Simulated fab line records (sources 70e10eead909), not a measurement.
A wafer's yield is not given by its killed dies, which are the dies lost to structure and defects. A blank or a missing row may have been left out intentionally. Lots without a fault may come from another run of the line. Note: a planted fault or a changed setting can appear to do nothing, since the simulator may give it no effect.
Check of tool commonality | flow nandHarc | 1 lot, 3 wafers sampled

## REASON FOR OPENING
At NHARC_END_SORT_01 the reading killedAtPeriphery is flagged on 1 of 1 lot. Wafers without a fault read 4, standard deviation 3.2.
Rule: a lot is flagged in two cases, either no wafer of it has a number, or all its wafers with numbers fall more than 4 standard deviations from that mean. The rest of the lots are taken to be sound.

lot  | measured     | on        | killedAtPeriphery, wafer by wafer | flag
L924 | day 20 00:25 | prober-01 | 655 659 657                       | FLAGGED
The numbers of the flagged lots are 657 on average: +653 against the usual, or +99 or more standard deviations.

## WHICH TOOL EACH LOT WENT THROUGH
The record holds 3 process steps before the reading, out of a route of 1159 steps. In each cell: the tool, then ch and the chambers that the sampled wafers went through, then the start.
lot  | flag    | NHARC_P_ZERO_WELL_ETCH_65        | NHARC_P_ZERO_WELL_ETCH_63      | NHARC_P_ZERO_WELL_EXPOSE_21
L924 | FLAGGED | rieDiel-13 ch 1,2,3, day 2 07:29 | rieSi-06 ch 0,2,3, day 2 07:39 | krfScanner-02 ch 0, day 2 08:18
What is done by these steps:
- NHARC_P_ZERO_WELL_ETCH_65: etches the open film in N2/H2, target depth 80 nm, overetch 24 nm, time 87.88 s.
- NHARC_P_ZERO_WELL_ETCH_63: etches the open film in HBr/Cl2, target depth 120 nm, time 40.1 s.
- NHARC_P_ZERO_WELL_EXPOSE_21: exposes mask P NWELL, target cd 720 nm.
- NHARC_END_SORT_01

## FLAGGED OVER TOTAL, TOOL BY TOOL (the gauges that took the reading come last)
step                        | tool          | lots run | flagged | share of the flagged lots | sound lots run after its first flagged lot
NHARC_P_ZERO_WELL_ETCH_65   | rieDiel-13    | 1        | 1       | all                       | 0
NHARC_P_ZERO_WELL_ETCH_63   | rieSi-06      | 1        | 1       | all                       | 0
NHARC_P_ZERO_WELL_EXPOSE_21 | krfScanner-02 | 1        | 1       | all                       | 0
NHARC_END_SORT_01           | prober-01     | 1        | 1       | all                       | 0

## WHAT IS ALLOWED BY THE TABLE
4 rows of the table ran every flagged lot: rieDiel-13 at NHARC_P_ZERO_WELL_ETCH_65, rieSi-06 at NHARC_P_ZERO_WELL_ETCH_63, krfScanner-02 at NHARC_P_ZERO_WELL_EXPOSE_21, prober-01 at NHARC_END_SORT_01.
- rieDiel-13 at NHARC_P_ZERO_WELL_ETCH_65: 1 of its 1 lot flagged. In this sample it ran no sound lot ahead of its first flagged lot, so there is no way to narrow down the start.
- rieSi-06 at NHARC_P_ZERO_WELL_ETCH_63: 1 of its 1 lot flagged. In this sample it ran no sound lot ahead of its first flagged lot, so there is no way to narrow down the start.
- krfScanner-02 at NHARC_P_ZERO_WELL_EXPOSE_21: 1 of its 1 lot flagged. In this sample it ran no sound lot ahead of its first flagged lot, so there is no way to narrow down the start.
- prober-01 at NHARC_END_SORT_01: 1 of its 1 lot flagged. In this sample it ran no sound lot ahead of its first flagged lot, so there is no way to narrow down the start.
Counting lots can't tell these 4 tools apart, because each fits a fault that began at some hour. More lots, or a look at what each step does to the wafer, might.

## WHAT HAD BEEN PUT IN BY THE SIMULATOR
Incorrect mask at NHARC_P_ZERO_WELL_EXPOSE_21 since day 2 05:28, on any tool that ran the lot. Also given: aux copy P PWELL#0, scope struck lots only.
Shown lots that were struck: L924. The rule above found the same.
